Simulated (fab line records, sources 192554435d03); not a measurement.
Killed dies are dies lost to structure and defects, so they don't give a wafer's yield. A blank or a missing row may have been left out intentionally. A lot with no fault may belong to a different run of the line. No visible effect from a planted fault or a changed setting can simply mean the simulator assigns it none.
Matching of chambers | flow n5_finfet | rie_diel-02 running N5_BEOL_M3_ETCH_70: 4 sister chambers
The step etches SOC in N2/H2, target depth 80 nm, overetch 16 nm, time 120 s. 4 wafers are shown with their chamber, then 11 later ones without.

WAFERS, EACH WITH ITS CHAMBER
wafer  | chamber | showerhead_plenum_p_Torr (Torr)
L085.1 | 1       | 2.65
L085.6 | 2       | 2.50
L086.5 | 0       | 2.52
L092.1 | 3       | 2.71

WAFERS WITHOUT THEIR CHAMBER
wafer  | showerhead_plenum_p_Torr (Torr)
L092.4 | 2.51
L092.5 | 2.71
L090.1 | 2.50
L090.4 | 2.71
L090.6 | 2.65
L096.4 | 2.64
L096.5 | 2.64
L096.6 | 2.50
L095.1 | 2.64
L095.3 | 2.70
L095.4 | 2.49

EACH ONE'S CHAMBER
wafer  | from the rows above     | in truth
L092.4 | can't be placed: 2 or 0 | 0
L092.5 | 3                       | 3
L090.1 | 2                       | 2
L090.4 | 3                       | 3
L090.6 | 1                       | 1
L096.4 | 1                       | 1
L096.5 | 1                       | 1
L096.6 | 2                       | 2
L095.1 | 1                       | 1
L095.3 | 3                       | 3
L095.4 | 2                       | 2
10 of 11 placed correctly. Unplaceable from these rows: 1, with the true chamber sitting among the candidates in 1. Number placed wrongly: 0.
How it was worked out, from the rows above alone: a wafer's distance from a chamber is the root of the sum, over the readings, of the square of ((its reading less the chamber's mean) divided by the reading's scatter). The wafer belongs to the nearest chamber; if the next one is less than 2 further off, it can't be placed. A chamber's mean is the mean of its shown wafers. The scatter: with one shown wafer a chamber, the root of the mean of the squares of how far each hidden wafer lies from its nearest shown one.
